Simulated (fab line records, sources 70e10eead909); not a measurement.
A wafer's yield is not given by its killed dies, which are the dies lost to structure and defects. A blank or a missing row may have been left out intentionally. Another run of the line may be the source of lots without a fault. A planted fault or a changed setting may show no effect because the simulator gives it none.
Which tool is to blame? -- flow nand harc -- 72 wafers from 24 lots sampled at 6 of the route's 1159 steps

== WHAT THE GAUGES SHOWED, per wafer ==
NHARC_P_CONTACT_INSPECT_27.
lot,measured,on,raw defect count
L074,day 5 18:58,defect inspect-01,433 284 159
L075,day 6 10:51,defect inspect-02,265 293 335
L077,day 6 13:25,defect inspect-01,172 320 397
L076,day 6 13:57,defect inspect-02,355 230 148
L078,day 6 20:20,defect inspect-01,158 165 276
L079,day 6 21:20,defect inspect-01,354 302 452
L080,day 6 21:53,defect inspect-02,213 265 161
L081,day 7 18:41,defect inspect-02,155 143 193
L082,day 7 22:29,defect inspect-02,235 156 290
L083,day 7 22:50,defect inspect-01,346 316 308
L085,day 8 06:01,defect inspect-02,344 316 309
L084,day 8 06:04,defect inspect-01,291 284 181
L087,day 9 14:44,defect inspect-01,214 131 163
L086,day 9 15:18,defect inspect-01,296 426 240
L088,day 9 20:07,defect inspect-02,200 168 187
L089,day 9 21:05,defect inspect-01,271 153 146
L090,day 10 01:54,defect inspect-01,280 268 362
L091,day 10 05:10,defect inspect-01,195 223 437
L092,day 10 05:36,defect inspect-02,207 240 240
L093,day 10 11:14,defect inspect-02,130 406 267
L094,day 10 20:47,defect inspect-02,262 153 195
L095,day 11 02:51,defect inspect-02,316 199 287
L096,day 11 02:56,defect inspect-02,185 318 491
L097,day 11 07:41,defect inspect-02,150 165 332

NHARC_P_M1_OVL_MEAS_10: pitch 260 nm.
lot,measured,on,overlay x nm (nm),overlay y nm (nm)
L074,day 6 00:13,overlay-02,-0.2 -0.4 0.1,0.0 0.5 0.1
L075,day 6 16:14,overlay-02,0.2 0.6 0.7,0.8 0.4 0.2
L077,day 6 18:46,overlay-01,-1.5 -1.6 -0.8,-0.6 0.2 0.0
L076,day 6 19:00,overlay-02,0.6 0.6 0.3,0.5 0.2 0.3
L078,day 7 01:17,overlay-02,-0.3 0.2 -0.5,-1.1 -1.0 -1.2
L079,day 7 02:17,overlay-01,-0.3 -0.7 -0.7,0.6 -0.2 0.2
L080,day 7 02:56,overlay-01,-0.4 -0.3 -0.1,-0.5 -0.6 -0.5
L081,day 7 23:47,overlay-02,0.6 0.6 0.7,0.2 0.3 0.4
L082,day 8 03:52,overlay-01,0.4 0.2 0.0,0.2 0.8 0.8
L083,day 8 04:34,overlay-01,2.2 1.7 1.9,1.2 1.0 0.9
L085,day 8 11:27,overlay-01,1.3 0.7 1.0,1.4 1.4 2.0
L084,day 8 11:10,overlay-02,-0.1 -0.3 0.1,-3.0 -2.5 -2.5
L087,day 9 19:47,overlay-01,-1.2 -1.4 -1.1,-0.8 -1.6 -0.8
L086,day 9 20:25,overlay-01,-0.7 -0.3 -0.4,0.1 -0.9 0.0
L088,day 10 01:32,overlay-02,-0.9 -1.0 -1.1,0.1 -0.3 -0.8
L089,day 10 02:18,overlay-01,1.2 0.5 1.4,0.8 0.9 0.9
L090,day 10 06:59,overlay-02,0.8 0.6 0.9,0.8 0.6 0.2
L091,day 10 10:05,overlay-01,-0.7 -0.4 -0.9,0.3 0.1 0.6
L092,day 10 10:46,overlay-01,-0.2 0.4 0.7,-0.7 -1.3 -0.8
L093,day 10 16:44,overlay-01,-0.8 -0.2 -0.2,-0.3 0.3 -0.6
L094,day 11 02:11,overlay-02,-0.6 -0.6 -1.3,0.0 0.2 0.8
L095,day 11 08:27,overlay-01,-0.6 -1.0 -0.7,0.0 0.0 -0.3
L096,day 11 08:38,overlay-01,0.9 0.7 0.9,-1.9 -1.9 -1.4
L097,day 11 12:44,overlay-01,0.4 -0.2 0.4,0.7 -0.2 0.0

NHARC_P_BONDPAD_OVL_MEAS_38.
lot,measured,on,overlay x nm (nm),overlay y nm (nm)
L074,day 6 09:01,overlay-02,9 9 9,1 0 1
L075,day 7 01:01,overlay-02,6 6 5,-6 -6 -7
L077,day 7 03:53,overlay-02,-8 -8 -8,3 3 3
L076,day 7 04:14,overlay-02,6 6 6,-2 -2 -3
L078,day 7 09:55,overlay-02,-11 -11 -11,-12 -12 -11
L079,day 7 10:55,overlay-01,2 2 2,-4 -3 -3
L080,day 7 11:41,overlay-01,9 9 9,-2 -2 -3
L081,day 8 08:59,overlay-02,3 3 3,-7 -6 -6
L082,day 8 12:18,overlay-01,3 4 4,-1 -1 -1
L083,day 8 13:32,overlay-01,-1 -1 -1,-8 -7 -7
L085,day 8 20:22,overlay-01,-2 -2 -2,3 3 3
L084,day 8 20:01,overlay-02,-6 -6 -7,3 3 2
L087,day 10 04:25,overlay-01,7 7 7,12 12 12
L086,day 10 05:28,overlay-02,1 1 0,3 3 3
L088,day 10 10:49,overlay-02,9 9 8,1 0 0
L089,day 10 11:38,overlay-01,-4 -5 -4,-7 -6 -7
L090,day 10 16:29,overlay-02,-1 -1 -1,4 5 4
L091,day 10 19:20,overlay-02,3 3 4,1 1 1
L092,day 10 19:58,overlay-02,1 0 1,-10 -10 -10
L093,day 11 01:46,overlay-02,-1 -1 -1,-5 -5 -4
L094,day 11 10:56,overlay-02,7 8 8,-1 -1 -1
L095,day 11 17:59,overlay-01,-5 -5 -6,4 4 4
L096,day 11 18:16,overlay-02,-4 -3 -4,-6 -7 -6
L097,day 11 21:53,overlay-01,-9 -9 -9,-1 0 0

== EACH LOT AND THE TOOL THAT RAN IT (in order: tool; ch and the chambers of the sampled wafers; start) ==
lot,NHARC_P_M0_PVD_21,NHARC_P_M0_ANNEAL_30,NHARC_P_M2_ETCH_28
L074,"pvd sputter-03, day 5 21:58 or earlier","rtp anneal-01 ch 0, day 5 21:58","rie diel-02 ch 0,1,2, day 6 09:01 or earlier"
L075,"pvd sputter-03, day 6 13:37 or earlier","rtp anneal-02 ch 0, day 6 13:37","rie diel-05 ch 0,1,2, day 7 01:01 or earlier"
L077,"pvd sputter-02, day 6 16:11 or earlier","rtp anneal-02 ch 0, day 6 16:11","rie diel-02 ch 0,2,3, day 7 03:53 or earlier"
L076,"pvd sputter-03, day 6 16:46 or earlier","rtp anneal-01 ch 0, day 6 16:46","rie diel-05 ch 0,2,3, day 7 04:14 or earlier"
L078,"pvd sputter-03, day 6 23:08 or earlier","rtp anneal-02 ch 0, day 6 23:08","rie diel-02 ch 1,2,3, day 7 09:55 or earlier"
L079,"pvd sputter-02, day 7 00:01 or earlier","rtp anneal-01 ch 0, day 7 00:01","rie diel-07 ch 0,2, day 7 10:55 or earlier"
L080,"pvd sputter-03, day 7 00:45 or earlier","rtp anneal-02 ch 0, day 7 00:45","rie diel-05 ch 2,3, day 7 11:41 or earlier"
L081,"pvd sputter-03, day 7 21:33 or earlier","rtp anneal-02 ch 0, day 7 21:33","rie diel-02 ch 2,3, day 8 08:59 or earlier"
L082,"pvd sputter-02, day 8 01:25 or earlier","rtp anneal-01 ch 0, day 8 01:25","rie diel-05 ch 2,3, day 8 12:18 or earlier"
L083,"pvd sputter-03, day 8 01:41 or earlier","rtp anneal-02 ch 0, day 8 01:41","rie diel-02 ch 0,2,3, day 8 13:32 or earlier"
L085,"pvd sputter-02, day 8 09:05 or earlier","rtp anneal-01 ch 0, day 8 09:05","rie diel-02 ch 0,1,3, day 8 20:22 or earlier"
L084,"pvd sputter-03, day 8 08:42 or earlier","rtp anneal-02 ch 0, day 8 08:42","rie diel-07 ch 0,1, day 8 20:01 or earlier"
L087,"pvd sputter-01, day 9 17:32 or earlier","rtp anneal-02 ch 0, day 9 17:32","rie diel-02 ch 0,1,2, day 10 04:25 or earlier"
L086,"pvd sputter-02, day 9 18:13 or earlier","rtp anneal-01 ch 0, day 9 18:13","rie diel-05 ch 0,2,3, day 10 05:28 or earlier"
L088,"pvd sputter-01, day 9 22:56 or earlier","rtp anneal-02 ch 0, day 9 22:56","rie diel-02 ch 0,1,2, day 10 10:49 or earlier"
L089,"pvd sputter-01, day 10 00:07 or earlier","rtp anneal-02 ch 0, day 10 00:07","rie diel-02 ch 0,2,3, day 10 11:38 or earlier"
L090,"pvd sputter-01, day 10 04:48 or earlier","rtp anneal-02 ch 0, day 10 04:48","rie diel-02 ch 0,1,3, day 10 16:29 or earlier"
L091,"pvd sputter-01, day 10 07:50 or earlier","rtp anneal-01 ch 0, day 10 07:50","rie diel-02 ch 0,1,2, day 10 19:20 or earlier"
L092,"pvd sputter-01, day 10 08:35 or earlier","rtp anneal-02 ch 0, day 10 08:35","rie diel-02 ch 0,2, day 10 19:58 or earlier"
L093,"pvd sputter-02, day 10 14:28 or earlier","rtp anneal-02 ch 0, day 10 14:28","rie diel-05 ch 0,2,3, day 11 01:46 or earlier"
L094,"pvd sputter-02, day 10 23:34 or earlier","rtp anneal-02 ch 0, day 10 23:34","rie diel-02 ch 0,1,3, day 11 10:56 or earlier"
L095,"pvd sputter-01, day 11 05:39 or earlier","rtp anneal-01 ch 0, day 11 05:39","rie diel-02 ch 0,1,2, day 11 17:59 or earlier"
L096,"pvd sputter-03, day 11 06:03 or earlier","rtp anneal-02 ch 0, day 11 06:03","rie diel-02 ch 0,1,3, day 11 18:16 or earlier"
L097,"pvd sputter-01, day 11 10:31 or earlier","rtp anneal-01 ch 0, day 11 10:31","rie diel-05 ch 0,1,3, day 11 21:53 or earlier"
- NHARC_P_M0_PVD_21: deposits Cu, target thk 30 nm, time 20.49 s.
- NHARC_P_M0_ANNEAL_30: time 90 s.
- NHARC_P_M2_ETCH_28: etches the open film in CF4/N2, target depth 30 nm, time 72.99 s.

== WHAT THE TOOLS THEMSELVES READ (means of the sampled wafers that have a number; where no wafer has one, the mark that the record gives instead) ==
NHARC_P_M0_PVD_21.
lot,tool,throttle valve pct (%)
L074,pvd sputter-03,30.9
L075,pvd sputter-03,30.8
L077,pvd sputter-02,29.7
L076,pvd sputter-03,31.3
L078,pvd sputter-03,30.9
L079,pvd sputter-02,29.1
L080,pvd sputter-03,31.1
L081,pvd sputter-03,30.8
L082,pvd sputter-02,30.2
L083,pvd sputter-03,30.5
L085,pvd sputter-02,29.1
L084,pvd sputter-03,30.4
L087,pvd sputter-01,30.3
L086,pvd sputter-02,29.3
L088,pvd sputter-01,30.9
L089,pvd sputter-01,30.7
L090,pvd sputter-01,30.4
L091,pvd sputter-01,30.7
L092,pvd sputter-01,30.6
L093,pvd sputter-02,30.3
L094,pvd sputter-02,29.0
L095,pvd sputter-01,30.2
L096,pvd sputter-03,31.0
L097,pvd sputter-01,30.5

NHARC_P_M0_ANNEAL_30.
lot,tool,wafer_temp_C_max
L074,rtp anneal-01,226.3
L075,rtp anneal-02,225.7
L077,rtp anneal-02,225.7
L076,rtp anneal-01,226.4
L078,rtp anneal-02,225.9
L079,rtp anneal-01,226.3
L080,rtp anneal-02,225.8
L081,rtp anneal-02,225.8
L082,rtp anneal-01,226.1
L083,rtp anneal-02,225.6
L085,rtp anneal-01,225.9
L084,rtp anneal-02,225.9
L087,rtp anneal-02,225.6
L086,rtp anneal-01,226.5
L088,rtp anneal-02,225.9
L089,rtp anneal-02,226.1
L090,rtp anneal-02,225.7
L091,rtp anneal-01,226.2
L092,rtp anneal-02,225.8
L093,rtp anneal-02,225.8
L094,rtp anneal-02,225.8
L095,rtp anneal-01,226.4
L096,rtp anneal-02,226.2
L097,rtp anneal-01,226.9

NHARC_P_M2_ETCH_28.
lot,tool,drypump motor current A (A),mfc ar sccm (sccm),oes product au (a.u.),rf fwd power W (W),rf vpp V (V),showerhead plenum p Torr (Torr),throttle valve pct (%)
L074,rie diel-02,5.8,150.0,1.015,297.0,314.3,2.69,19.804
L075,rie diel-05,5.5,150.0,0.999,297.8,312.6,2.53,19.803
L077,rie diel-02,5.3,150.0,1.005,297.0,316.3,2.73,19.792
L076,rie diel-05,5.5,150.0,0.996,297.5,312.6,2.52,19.794
L078,rie diel-02,5.9,149.5,1.002,297.6,316.6,2.79,19.789
L079,rie diel-07,6.3,150.2,1.004,297.9,312.9,2.56,19.796
L080,rie diel-05,5.6,150.1,1.002,297.8,312.4,2.54,19.794
L081,rie diel-02,5.5,149.5,1.002,298.5,317.2,2.83,19.792
L082,rie diel-05,5.6,150.4,1.021,299.0,312.4,2.54,19.802
L083,rie diel-02,5.4,150.3,0.994,298.1,314.9,2.73,19.793
L085,rie diel-02,5.6,149.9,0.998,296.7,315.0,2.69,19.796
L084,rie diel-07,6.0,149.6,1.011,298.3,315.4,2.64,19.798
L087,rie diel-02,5.8,149.9,1.010,297.2,315.1,2.69,19.790
L086,rie diel-05,5.5,150.0,1.017,298.1,312.9,2.52,19.794
L088,rie diel-02,5.8,149.9,1.009,298.7,314.5,2.69,19.788
L089,rie diel-02,5.3,150.0,0.997,297.6,315.7,2.73,19.785
L090,rie diel-02,5.6,150.3,0.991,296.8,315.7,2.68,19.803
L091,rie diel-02,5.8,150.1,1.001,297.3,316.0,2.69,19.798
L092,rie diel-02,5.3,149.8,0.992,297.7,313.5,2.63,19.789
L093,rie diel-05,5.6,150.1,1.010,297.9,312.0,2.51,19.793
L094,rie diel-02,5.7,150.0,0.996,297.6,315.1,2.68,19.805
L095,rie diel-02,5.8,150.5,1.004,298.0,315.7,2.69,19.790
L096,rie diel-02,5.6,149.7,0.990,297.9,314.9,2.68,19.786
L097,rie diel-05,5.5,150.0,0.999,296.5,313.3,2.52,19.788

== THE ANSWER, worked out from the rows above alone ==
Rule: the usual values come from the lots themselves. The widest of any qualifying gaps counts: lots, ordered by their means at a reading, are off when they make up no more than a third of the lots, leave a main group of 4 or more, and stand apart from it by 3 or more times the standard deviation of that group's means. The tables above print the reading to a certain number of digits; a main group whose means all agree to those digits is not used. A lot without any number at a reading at which 4 lots or more have one is off too. All remaining lots with rows at the step are treated as sound. The gauges are gone through in route order, then the tools' own readings, and for those a lot's mean is taken as printed above. The first step at which some lot is off is used, and at that step the reading that is off furthest; a lot without a number counts as furthest.
Across all readings shown, no lot is off: no conclusion can be drawn from this.

== WHAT WAS PUT IN BY THE SIMULATOR ==
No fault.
